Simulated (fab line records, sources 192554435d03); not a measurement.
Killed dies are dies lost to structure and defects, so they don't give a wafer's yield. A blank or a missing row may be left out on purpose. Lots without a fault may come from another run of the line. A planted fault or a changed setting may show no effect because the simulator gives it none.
Chamber matching | flow n5_finfet | N5_BEOL_M8_ILD_DEP_00 on pecvd-04: 3 sister chambers
The step deposits SiCOH lowk from DEMS/porogen, target thk 179.75 nm, time 33.4 s. 6 wafers are shown with their chamber, then 11 later ones without.

WAFERS WITH THEIR CHAMBER
wafer  | chamber | throttle_valve_pct (%) | showerhead_plenum_p_Torr (Torr)
L077.5 | 0       | 14.1                   | 5.761
L079.1 | 0       | 14.3                   | 5.771
L082.2 | 1       | 17.1                   | 5.744
L082.4 | 1       | 17.1                   | 5.735
L082.5 | 2       | 13.6                   | 5.706
L080.1 | 2       | 13.6                   | 5.708

WAFERS WITHOUT THEIR CHAMBER
wafer  | throttle_valve_pct (%) | showerhead_plenum_p_Torr (Torr)
L080.3 | 17.0                   | 5.735
L080.6 | 17.2                   | 5.736
L091.1 | 14.1                   | 5.776
L091.4 | 13.7                   | 5.707
L091.5 | 14.1                   | 5.778
L093.3 | 14.3                   | 5.768
L093.4 | 17.1                   | 5.742
L093.6 | 14.3                   | 5.776
L096.2 | 13.9                   | 5.773
L096.3 | 17.0                   | 5.745
L096.4 | 14.2                   | 5.763

WHICH CHAMBER EACH WENT THROUGH
wafer  | from the rows above | in truth
L080.3 | 1                   | 1
L080.6 | 1                   | 1
L091.1 | 0                   | 0
L091.4 | 2                   | 2
L091.5 | 0                   | 0
L093.3 | 0                   | 0
L093.4 | 1                   | 1
L093.6 | 0                   | 0
L096.2 | 0                   | 0
L096.3 | 1                   | 1
L096.4 | 0                   | 0
Placed correctly: 11 of 11. Can't be placed from these rows: 0. Placed wrongly: 0.
How it was worked out, from the rows above alone: a wafer's distance from a chamber is the root of the sum, over the readings, of the square of ((its reading less the chamber's mean) divided by the reading's scatter). The wafer belongs to the nearest chamber; if the next one is less than 2 further off, it can't be placed. A chamber's mean is the mean of its shown wafers. The scatter: the root of (the sum of the squares of (reading less its chamber's mean) over the shown wafers, divided by (wafers less chambers)).
